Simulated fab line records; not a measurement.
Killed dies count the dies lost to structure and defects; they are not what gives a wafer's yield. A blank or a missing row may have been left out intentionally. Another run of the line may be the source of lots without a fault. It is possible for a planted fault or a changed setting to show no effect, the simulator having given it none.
Which tool did it?	flow nand-harc	24 lots with 72 wafers sampled at 6 steps, on a route of 1302 steps

## WHAT THE GAUGES SHOWED, per wafer
The record holds no reading of a measuring or inspecting step that can be judged against a usual standard deviation.

## EACH LOT AND THE TOOL THAT RAN IT (in order: tool; ch and the chambers of the sampled wafers; start)
lot	NHARC_A_STAIRCASE_ALD_420	NHARC_A_STAIRCASE_DEP_322	NHARC_A_SGD_CUT_DEP_00	NHARC_A_WL_FILL_CVD_03	NHARC_A_WL_FILL_STRIP_29	NHARC_A_WL_FILL_ETCHBACK_17
L075	ald-hk-04 ch 2,3, day 17 20:56	pecvd-01 ch 0,1,2, day 18 14:48	pecvd-03 ch 1,2, day 19 14:56	cvd-w-01 ch 1, day 20 20:24	rie-diel-01 ch 0,2, day 21 12:02	rie-metal-02 ch 0, day 21 12:08
L074	ald-hk-02 ch 0,2,3, day 17 23:44	pecvd-04 ch 0,1, day 18 14:47	pecvd-02 ch 0,2, day 19 14:40	cvd-w-02 ch 0,1, day 20 20:20	rie-diel-10 ch 0,1,3, day 21 09:19	rie-metal-01 ch 0,1, day 21 09:25
L076	ald-hk-03 ch 0,1,2, day 18 06:30	pecvd-04 ch 0,1,2, day 18 22:09	pecvd-02 ch 0,1,2, day 19 23:24	cvd-w-01 ch 0,1, day 21 03:29	rie-diel-07 ch 1,2, day 21 15:22	rie-metal-03 ch 0,1, day 21 15:31
L077	ald-hk-02 ch 0,1,3, day 18 14:16	pecvd-01 ch 1,2, day 19 06:08	pecvd-03 ch 0,2, day 20 05:03	cvd-w-02 ch 0,1, day 21 13:58	rie-diel-10 ch 1,2,3, day 22 04:19	rie-metal-01 ch 0,1, day 22 04:27
L078	ald-hk-02 ch 2,3, day 19 21:56	pecvd-04 ch 0,2, day 20 16:09	pecvd-04 ch 0,1, day 21 17:05	cvd-w-02 ch 1, day 22 21:30	rie-diel-10 ch 0,2,3, day 23 09:38	rie-metal-02 ch 0,1, day 23 09:45
L079	ald-hk-04 ch 2,3, day 19 21:57	pecvd-02 ch 0,1,2, day 20 16:08	pecvd-02 ch 0,1,2, day 21 21:13	cvd-w-02 ch 1, day 23 01:26	rie-diel-07 ch 0,3, day 23 09:41	rie-metal-03 ch 0, day 23 09:47
L080	ald-hk-03 ch 0,1,3, day 20 11:38	pecvd-01 ch 1,2, day 21 02:32	pecvd-02 ch 1,2, day 22 03:36	cvd-w-01 ch 0,1, day 23 14:13	rie-diel-01 ch 0,1,3, day 24 01:33	rie-metal-01 ch 1, day 24 01:38
L081	ald-hk-03 ch 0,1,2, day 20 14:33	pecvd-04 ch 0,1,2, day 21 06:21	pecvd-02 ch 0,1,2, day 22 03:51	cvd-w-01 ch 0,1, day 23 08:55	rie-diel-10 ch 0,1,3, day 23 20:43	rie-metal-02 ch 0,1, day 23 20:47
L082	ald-hk-04 ch 0,3, day 20 14:34	pecvd-02 ch 0,1, day 21 06:22	pecvd-03 ch 0,1,2, day 22 04:59	cvd-w-02 ch 0,1, day 23 13:32	rie-diel-07 ch 1,2, day 24 00:46	rie-metal-03 ch 0, day 24 00:51
L083	ald-hk-04 ch 1,3, day 21 11:59	pecvd-04 ch 0,1, day 22 03:26	pecvd-03 ch 0,1, day 23 07:02	cvd-w-02 ch 0,1, day 24 10:43	rie-diel-01 ch 0,1,2, day 24 22:26	rie-metal-03 ch 0,1, day 24 22:34
L086	ald-hk-03 ch 0,1,3, day 21 17:31	pecvd-02 ch 1,2, day 22 11:02	pecvd-03 ch 0,1,2, day 23 09:44	cvd-w-02 ch 0,1, day 24 12:39	rie-diel-10 ch 1,2, day 24 22:33	rie-metal-01 ch 0,1, day 24 22:38
L085	ald-hk-04 ch 0,2,3, day 21 17:31	pecvd-01 ch 0,1,2, day 22 10:48	pecvd-02 ch 1,2, day 23 10:04	cvd-w-02 ch 1, day 24 16:04	rie-diel-07 ch 1,2,3, day 25 05:16	rie-metal-02 ch 0,1, day 25 05:20
L084	ald-hk-04 ch 0,1,3, day 21 21:32	pecvd-04 ch 0,1,2, day 22 10:58	pecvd-03 ch 1,2, day 23 10:58	cvd-w-02 ch 0,1, day 24 16:22	rie-diel-01 ch 0,1,3, day 25 05:22	rie-metal-03 ch 0,1, day 25 05:26
L087	ald-hk-04 ch 0,1, day 22 06:39	pecvd-02 ch 0,1,2, day 23 00:41	pecvd-04 ch 0,1,2, day 24 00:38	cvd-w-01 ch 0,1, day 25 07:03	rie-diel-07 ch 2,3, day 25 17:39	rie-metal-01 ch 0,1, day 25 17:47
L089	ald-hk-04 ch 0,2,3, day 23 18:12	pecvd-04 ch 0,1,2, day 24 10:42	pecvd-04 ch 0,1,2, day 25 14:20	cvd-w-01 ch 0,1, day 26 21:33	rie-diel-07 ch 0,2,3, day 27 05:59	rie-metal-03 ch 0,1, day 27 06:04
L090	ald-hk-04 ch 2,3, day 23 18:59	pecvd-02 ch 0,2, day 24 10:46	pecvd-03 ch 0,1,2, day 25 14:05	cvd-w-01 ch 0,1, day 26 17:21	rie-diel-10 ch 1,2, day 27 09:02	rie-metal-01 ch 0,1, day 27 09:09
L088	ald-hk-04 ch 0,1,2, day 23 20:14	pecvd-01 ch 1,2, day 24 10:46	pecvd-04 ch 0,1,2, day 25 17:16	cvd-w-02 ch 0, day 26 17:33	rie-diel-01 ch 2,3, day 27 05:58	rie-metal-02 ch 0,1, day 27 06:02
L091	ald-hk-04 ch 0,3, day 25 00:25	pecvd-01 ch 0,2, day 25 20:20	pecvd-02 ch 0,1,2, day 27 02:25	cvd-w-02 ch 1, day 28 09:38	rie-diel-01 ch 0,2,3, day 28 21:22	rie-metal-01 ch 0,1, day 28 21:27
L093	ald-hk-02 ch 0,1,3, day 25 08:36	pecvd-02 ch 0,1,2, day 26 07:05	pecvd-04 ch 0,2, day 27 07:23	cvd-w-02 ch 0,1, day 28 20:38	rie-diel-07 ch 0,1, day 29 07:15	rie-metal-03 ch 0,1, day 29 07:20
L092	ald-hk-02 ch 0,1,2, day 25 13:22	pecvd-04 ch 1,2, day 26 07:05	pecvd-03 ch 1,2, day 27 05:55	cvd-w-02 ch 0,1, day 28 05:55	rie-diel-10 ch 0,1, day 28 22:23	rie-metal-02 ch 0,1, day 28 22:31
L094	ald-hk-03 ch 0,1,3, day 25 19:13	pecvd-04 ch 0,2, day 26 10:21	pecvd-03 ch 0,2, day 27 13:43	cvd-w-02 ch 0,1, day 28 20:57	rie-diel-10 ch 1,3, day 29 10:18	rie-metal-02 ch 0,1, day 29 10:23
L095	ald-hk-04 ch 0,2,3, day 26 01:46	pecvd-04 ch 0,2, day 26 18:41	pecvd-02 ch 1,2, day 27 19:38	cvd-w-02 ch 0,1, day 29 00:21	rie-diel-01 ch 0,2,3, day 29 11:19	rie-metal-01 ch 0,1, day 29 11:25
L097	ald-hk-02 ch 0,1, day 26 14:17	pecvd-01 ch 0,2, day 27 08:56	pecvd-03 ch 1,2, day 28 11:56	cvd-w-02 ch 1, day 29 14:36	rie-diel-07 ch 0,2,3, day 30 02:40	rie-metal-02 ch 0,1, day 30 02:46
L096	ald-hk-02 ch 2,3, day 27 00:08	pecvd-02 ch 0,2, day 27 18:06	pecvd-03 ch 1,2, day 28 18:27	cvd-w-02 ch 0,1, day 29 20:59	rie-diel-01 ch 1,2, day 30 08:50	rie-metal-01 ch 0,1, day 30 08:57
- NHARC_A_STAIRCASE_ALD_420: deposits SiO2, target thk 20 nm, pulse time 6 s, ald cycles 200.
- NHARC_A_STAIRCASE_DEP_322: deposits SiO2, target thk 7200 nm.
- NHARC_A_SGD_CUT_DEP_00: deposits SiNx, target thk 50 nm.
- NHARC_A_WL_FILL_CVD_03: deposits W, target thk 40 nm, time 279 s.
- NHARC_A_WL_FILL_STRIP_29: strips in O2, time 20 s.
- NHARC_A_WL_FILL_ETCHBACK_17: etches the open film in Cl2/BCl3, target depth 4 nm, time 26.7 s.

## AS READ BY THE TOOLS THEMSELVES (means over the sampled wafers that have a number; for cases with no such wafer, the mark the record gives instead)
NHARC_A_STAIRCASE_ALD_420. Usual: heater-power-w 478 W, standard deviation 69; precursor-pulse-height-rel 1.000, standard deviation 0.019.
lot	tool	heater-power-w (W)	precursor-pulse-height-rel	flag
L075	ald-hk-04	600	1.000	
L074	ald-hk-02	454	1.004	
L076	ald-hk-03	449	1.001	
L077	ald-hk-02	450	0.996	
L078	ald-hk-02	469	1.002	
L079	ald-hk-04	513	0.994	
L080	ald-hk-03	460	1.001	
L081	ald-hk-03	456	0.996	
L082	ald-hk-04	455	0.992	
L083	ald-hk-04	491	1.005	
L086	ald-hk-03	456	1.011	
L085	ald-hk-04	516	1.006	
L084	ald-hk-04	467	1.008	
L087	ald-hk-04	483	0.997	
L089	ald-hk-04	514	0.991	
L090	ald-hk-04	576	0.996	
L088	ald-hk-04	535	0.995	
L091	ald-hk-04	448	1.005	
L093	ald-hk-02	451	1.009	
L092	ald-hk-02	427	0.990	
L094	ald-hk-03	440	1.013	
L095	ald-hk-04	518	1.011	
L097	ald-hk-02	421	1.007	
L096	ald-hk-02	478	1.002	

NHARC_A_STAIRCASE_DEP_322. Usual: 680 W for heater-power-w, sd 95.
lot	tool	heater-power-w (W)	flag
L075	pecvd-01	648	
L074	pecvd-04	678	
L076	pecvd-04	689	
L077	pecvd-01	654	
L078	pecvd-04	819	
L079	pecvd-02	642	
L080	pecvd-01	625	
L081	pecvd-04	735	
L082	pecvd-02	684	
L083	pecvd-04	686	
L086	pecvd-02	662	
L085	pecvd-01	664	
L084	pecvd-04	704	
L087	pecvd-02	608	
L089	pecvd-04	799	
L090	pecvd-02	575	
L088	pecvd-01	659	
L091	pecvd-01	599	
L093	pecvd-02	698	
L092	pecvd-04	643	
L094	pecvd-04	778	
L095	pecvd-04	784	
L097	pecvd-01	636	
L096	pecvd-02	644	

NHARC_A_SGD_CUT_DEP_00. Usual: 731 W for heater-power-w, sd 110.
lot	tool	heater-power-w (W)	flag
L075	pecvd-03	603	
L074	pecvd-02	682	
L076	pecvd-02	707	
L077	pecvd-03	819	
L078	pecvd-04	765	
L079	pecvd-02	714	
L080	pecvd-02	782	
L081	pecvd-02	708	
L082	pecvd-03	704	
L083	pecvd-03	689	
L086	pecvd-03	722	
L085	pecvd-02	657	
L084	pecvd-03	677	
L087	pecvd-04	808	
L089	pecvd-04	753	
L090	pecvd-03	691	
L088	pecvd-04	785	
L091	pecvd-02	759	
L093	pecvd-04	850	
L092	pecvd-03	593	
L094	pecvd-03	824	
L095	pecvd-02	763	
L097	pecvd-03	706	
L096	pecvd-03	645	

NHARC_A_WL_FILL_CVD_03. Usual: heater-power-w 494 W, standard deviation 21; mfc-ar-sccm 1559 sccm, standard deviation 4.4; mfc-wf6-sccm 40.01 sccm, standard deviation 0.11; throttle-valve-pct 8.1 %, standard deviation 0.31.
lot	tool	heater-power-w (W)	mfc-ar-sccm (sccm)	mfc-wf6-sccm (sccm)	throttle-valve-pct (%)	flag
L075	cvd-w-01	543	1556	39.95	7.5	
L074	cvd-w-02	487	1559	39.93	8.3	
L076	cvd-w-01	518	1559	40.12	7.6	
L077	cvd-w-02	490	1560	40.01	8.3	
L078	cvd-w-02	491	1563	40.00	7.9	
L079	cvd-w-02	500	1565	39.90	8.0	
L080	cvd-w-01	507	1558	40.07	8.1	
L081	cvd-w-01	530	1558	40.11	7.7	
L082	cvd-w-02	487	1556	40.04	8.3	
L083	cvd-w-02	487	1562	40.06	8.2	
L086	cvd-w-02	482	1561	39.96	8.1	
L085	cvd-w-02	493	1558	39.95	8.0	
L084	cvd-w-02	482	1562	40.05	8.3	
L087	cvd-w-01	506	1558	40.06	7.7	
L089	cvd-w-01	514	1556	40.10	7.9	
L090	cvd-w-01	485	1560	40.12	7.9	
L088	cvd-w-02	488	1561	39.87	8.6	
L091	cvd-w-02	493	1552	40.03	8.1	
L093	cvd-w-02	488	1559	39.91	8.5	
L092	cvd-w-02	487	1558	39.99	8.2	
L094	cvd-w-02	491	1559	40.10	8.2	
L095	cvd-w-02	484	1562	40.09	8.2	
L097	cvd-w-02	495	1563	39.96	8.1	
L096	cvd-w-02	492	1558	40.17	8.3	

NHARC_A_WL_FILL_STRIP_29. Usual: drypump-motor-current-A 5.7 A, standard deviation 0.42; mfc-ar-sccm 0.005 sccm, standard deviation 0.0088; oes-product-au 0.999 a.u., standard deviation 0.0088; rf-vpp-V 57.8 V, standard deviation 0.78; showerhead-plenum-p-Torr 3.49 Torr, standard deviation 0.13; throttle-valve-pct 17.037 %, standard deviation 0.0087.
lot	tool	drypump-motor-current-A (A)	mfc-ar-sccm (sccm)	oes-product-au (a.u.)	rf-vpp-V (V)	showerhead-plenum-p-Torr (Torr)	throttle-valve-pct (%)	flag
L075	rie-diel-01	5.3	0.017	1.006	58.1	3.52	17.034	
L074	rie-diel-10	5.7	0.000	1.007	57.7	3.49	17.040	
L076	rie-diel-07	6.0	0.004	0.995	57.3	3.47	17.039	
L077	rie-diel-10	5.7	0.000	0.995	58.2	3.49	17.037	
L078	rie-diel-10	5.9	0.000	0.999	57.3	3.58	17.033	
L079	rie-diel-07	6.1	0.006	1.009	57.7	3.44	17.039	
L080	rie-diel-01	5.2	0.009	0.999	57.6	3.40	17.035	
L081	rie-diel-10	5.7	0.000	1.001	57.3	3.49	17.034	
L082	rie-diel-07	6.0	0.004	0.993	57.8	3.47	17.038	
L083	rie-diel-01	5.3	0.009	0.996	57.1	3.46	17.031	
L086	rie-diel-10	5.4	0.000	0.995	57.8	3.49	17.042	
L085	rie-diel-07	6.1	0.004	0.998	57.6	3.44	17.036	
L084	rie-diel-01	5.2	0.009	1.009	57.6	3.40	17.029	
L087	rie-diel-07	6.1	0.000	1.003	57.5	3.34	17.040	
L089	rie-diel-07	5.9	0.006	0.993	58.0	3.46	17.036	
L090	rie-diel-10	5.5	0.000	0.990	58.5	3.59	17.043	
L088	rie-diel-01	5.6	0.000	0.990	58.4	3.52	17.039	
L091	rie-diel-01	5.4	0.009	0.991	57.6	3.49	17.041	
L093	rie-diel-07	6.3	0.014	1.002	58.0	3.63	17.035	
L092	rie-diel-10	5.6	0.000	1.013	57.5	3.58	17.035	
L094	rie-diel-10	5.6	0.000	0.998	57.6	3.40	17.030	
L095	rie-diel-01	5.4	0.009	0.994	58.1	3.49	17.032	
L097	rie-diel-07	5.9	0.006	1.008	57.8	3.46	17.034	
L096	rie-diel-01	5.5	0.000	0.995	57.6	3.49	17.044	

NHARC_A_WL_FILL_ETCHBACK_17. Usual: drypump-motor-current-A 5.94 A, standard deviation 0.26; oes-product-au 1.001 a.u., standard deviation 0.012.
lot	tool	drypump-motor-current-A (A)	oes-product-au (a.u.)	flag
L075	rie-metal-02	5.85	1.004	
L074	rie-metal-01	6.12	0.996	
L076	rie-metal-03	5.87	0.994	
L077	rie-metal-01	6.14	0.992	
L078	rie-metal-02	5.76	1.003	
L079	rie-metal-03	5.67	1.024	
L080	rie-metal-01	5.91	0.999	
L081	rie-metal-02	5.71	1.013	
L082	rie-metal-03	5.66	1.013	
L083	rie-metal-03	6.10	0.997	
L086	rie-metal-01	6.13	0.999	
L085	rie-metal-02	5.71	1.017	
L084	rie-metal-03	6.09	0.997	
L087	rie-metal-01	6.02	0.995	
L089	rie-metal-03	6.09	1.005	
L090	rie-metal-01	6.13	0.995	
L088	rie-metal-02	5.72	1.001	
L091	rie-metal-01	6.01	1.007	
L093	rie-metal-03	5.88	1.000	
L092	rie-metal-02	5.71	0.996	
L094	rie-metal-02	5.78	1.008	
L095	rie-metal-01	6.02	0.998	
L097	rie-metal-02	5.77	1.005	
L096	rie-metal-01	6.14	1.000	

## THE ANSWER, worked out from the rows above alone
Rule: a lot is off if the mean of its wafers that have a number lies more than 3 standard deviations from the usual mean. Also off: a lot with no number at a reading for which 4 or more lots have one. The other lots that the step has rows for count as sound. The gauges are gone through in route order, then the tools' own readings, and for those a lot's mean is taken as printed above. The first step at which some lot is off is used, and at that step the reading that is off furthest; a lot without a number counts as furthest.
Nothing can be told from this: no lot is off at any reading shown.

## WHAT THE SIMULATOR HAD PUT IN
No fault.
